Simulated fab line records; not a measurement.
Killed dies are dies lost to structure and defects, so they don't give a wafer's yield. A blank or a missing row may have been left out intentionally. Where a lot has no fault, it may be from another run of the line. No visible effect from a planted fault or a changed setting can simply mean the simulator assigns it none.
What tool caused it? -- flow nand_harc -- 24 lots with 72 wafers sampled at 3 steps, on a route of 1159 steps

== WHAT EACH GAUGE READ, for each wafer ==
NHARC_A_CONTACT_INSPECT_44.
lot,measured,on,raw_defect_count
L074,day 16 10:03,defect_inspect-02,27 30 38
L076,day 16 04:24,defect_inspect-01,15 21 16
L075,day 16 10:05,defect_inspect-01,32 23 26
L077,day 16 15:26,defect_inspect-02,10 9 7
L078,day 16 19:43,defect_inspect-01,43 50 43
L079,day 17 18:50,defect_inspect-01,12 7 7
L081,day 17 21:51,defect_inspect-01,39 40 39
L080,day 17 16:17,defect_inspect-02,12 11 12
L082,day 18 07:50,defect_inspect-01,15 16 8
L083,day 18 08:53,defect_inspect-02,35 31 37
L084,day 18 20:01,defect_inspect-01,35 30 20
L088,day 19 03:48,defect_inspect-02,25 24 30
L087,day 19 02:14,defect_inspect-02,52 53 44
L089,day 19 17:05,defect_inspect-01,27 25 23
L086,day 19 14:28,defect_inspect-01,17 20 23
L085,day 19 18:49,defect_inspect-02,16 12 13
L090,day 20 11:04,defect_inspect-02,62 49 54
L091,day 20 10:54,defect_inspect-01,10 10 10
L092,day 20 06:34,defect_inspect-02,36 35 48
L093,day 20 23:52,defect_inspect-02,28 26 29
L097,day 21 21:04,defect_inspect-02,34 35 21
L095,day 21 18:04,defect_inspect-01,44 49 48
L096,day 21 23:23,defect_inspect-02,13 22 15
L094,day 22 01:28,defect_inspect-01,54 62 45

== WHAT TOOL EACH LOT RAN ON (gives the tool, then ch and the chambers of the sampled wafers, and finally the start) ==
lot,NHARC_A_WL_FILL_ETCHBACK_05,NHARC_A_CONTACT_DEP_29
L074,"rie_metal-03 ch 1, day 14 19:49","pecvd-02 ch 0,1,2, day 16 07:42"
L076,"rie_metal-02 ch 0,1, day 14 22:53","pecvd-02 ch 0,1,2, day 16 03:34"
L075,"rie_metal-03 ch 1, day 14 23:09","pecvd-02 ch 0,2, day 16 09:14"
L077,"rie_metal-02 ch 0,1, day 15 10:59","pecvd-02 ch 1,2, day 16 14:36"
L078,"rie_metal-03 ch 1, day 15 11:14","pecvd-02 ch 0,1,2, day 16 18:59"
L079,"rie_metal-03 ch 1, day 16 05:34","pecvd-02 ch 1,2, day 17 17:59"
L081,"rie_metal-01 ch 0,1, day 16 05:43","pecvd-02 ch 0,2, day 17 21:02"
L080,"rie_metal-03 ch 0,1, day 16 08:26","pecvd-03 ch 0,1, day 17 15:35"
L082,"rie_metal-01 ch 0,1, day 17 04:01","pecvd-03 ch 0,1,2, day 18 06:59"
L083,"rie_metal-03 ch 0,1, day 17 06:49","pecvd-01 ch 0,1, day 18 08:04"
L084,"rie_metal-03 ch 0,1, day 17 18:56","pecvd-02 ch 1,2, day 18 19:14"
L088,"rie_metal-02 ch 0,1, day 17 22:22","pecvd-02 ch 0,1, day 19 02:55"
L087,"rie_metal-01 ch 0,1, day 17 22:33","pecvd-02 ch 0,2, day 19 01:23"
L089,"rie_metal-02 ch 0,1, day 18 07:20","pecvd-03 ch 0,1,2, day 19 16:17"
L086,"rie_metal-01 ch 0,1, day 18 07:26","pecvd-01 ch 0,1,2, day 19 13:44"
L085,"rie_metal-01 ch 0,1, day 18 12:41","pecvd-02 ch 1,2, day 19 17:58"
L090,"rie_metal-02 ch 0,1, day 19 05:45","pecvd-03 ch 0,1,2, day 20 10:11"
L091,"rie_metal-03 ch 0,1, day 19 05:49","pecvd-02 ch 0,1, day 20 10:05"
L092,"rie_metal-03 ch 0,1, day 19 08:34","pecvd-03 ch 0,2, day 20 05:51"
L093,"rie_metal-01 ch 0,1, day 19 17:20","pecvd-02 ch 0,1,2, day 20 23:01"
L097,"rie_metal-02 ch 0,1, day 20 12:19","pecvd-03 ch 0,1, day 21 20:21"
L095,"rie_metal-01 ch 0,1, day 20 15:10","pecvd-02 ch 1,2, day 21 17:21"
L096,"rie_metal-03 ch 0,1, day 20 15:22","pecvd-01 ch 1,2, day 21 22:32"
L094,"rie_metal-02 ch 0,1, day 20 18:09","pecvd-03 ch 0,1,2, day 22 00:46"
- NHARC_A_WL_FILL_ETCHBACK_05: etches the open film in Cl2/BCl3, target depth 22 nm, time 60 s.
- NHARC_A_CONTACT_DEP_29: deposits SiON, target thk 70 nm.

== WHAT THE TOOLS THEMSELVES READ (means of the sampled wafers that have a number; where no wafer has one, the mark that the record gives instead) ==
NHARC_A_WL_FILL_ETCHBACK_05.
lot,tool,chamber_pressure_mTorr (mTorr),drypump_motor_current_A (A),oes_product_au (a.u.)
L074,rie_metal-03,10.006,5.78,1.013
L076,rie_metal-02,10.008,5.76,0.992
L075,rie_metal-03,10.004,5.84,1.018
L077,rie_metal-02,9.990,5.69,0.995
L078,rie_metal-03,10.003,5.79,1.013
L079,rie_metal-03,10.001,5.80,1.017
L081,rie_metal-01,9.995,5.78,1.007
L080,rie_metal-03,9.989,5.88,1.013
L082,rie_metal-01,9.994,5.78,1.005
L083,rie_metal-03,9.999,6.01,1.006
L084,rie_metal-03,9.996,5.89,1.006
L088,rie_metal-02,9.997,5.70,0.984
L087,rie_metal-01,10.001,5.48,1.010
L089,rie_metal-02,9.992,5.76,0.988
L086,rie_metal-01,9.996,5.75,1.010
L085,rie_metal-01,9.992,5.46,1.003
L090,rie_metal-02,10.004,5.70,0.989
L091,rie_metal-03,9.986,5.87,1.005
L092,rie_metal-03,10.011,5.91,1.004
L093,rie_metal-01,9.997,5.79,1.006
L097,rie_metal-02,10.001,5.75,0.985
L095,rie_metal-01,9.999,5.77,1.010
L096,rie_metal-03,10.004,6.00,0.998
L094,rie_metal-02,9.997,5.70,0.986

NHARC_A_CONTACT_DEP_29.
lot,tool,chamber_pressure_Torr (Torr),heater_power_w (W)
L074,pecvd-02,3.504,677
L076,pecvd-02,3.500,744
L075,pecvd-02,3.505,771
L077,pecvd-02,3.494,733
L078,pecvd-02,3.507,671
L079,pecvd-02,3.500,693
L081,pecvd-02,3.497,705
L080,pecvd-03,3.506,807
L082,pecvd-03,3.500,736
L083,pecvd-01,3.506,835
L084,pecvd-02,3.505,757
L088,pecvd-02,3.486,683
L087,pecvd-02,3.495,789
L089,pecvd-03,3.504,736
L086,pecvd-01,3.504,789
L085,pecvd-02,3.503,758
L090,pecvd-03,3.502,742
L091,pecvd-02,3.499,653
L092,pecvd-03,3.503,662
L093,pecvd-02,3.499,721
L097,pecvd-03,3.491,829
L095,pecvd-02,3.508,782
L096,pecvd-01,3.495,749
L094,pecvd-03,3.504,719

== THE ANSWER, worked out from the rows above alone ==
Rule: usual is defined by the lots themselves. Put in order of their means at a reading, lots are off if they are a third of the lots or fewer, leave a main group of 4 or more, and stand apart from it by a gap of 3 or more times the standard deviation of the main group's means; of several such gaps the widest counts. The tables above print the reading to a certain number of digits; a main group whose means all agree to those digits is not used. Also off: a lot with no number at a reading for which 4 or more lots have one. The other lots that the step has rows for count as sound. The gauges are gone through in route order, then the tools' own readings, and for those a lot's mean is taken as printed above. The first step at which some lot is off is used, and at that step the reading that is off furthest; a lot without a number counts as furthest.
Nothing can be told from this: no lot is off at any reading shown.

== WHAT HAD BEEN PUT IN BY THE SIMULATOR ==
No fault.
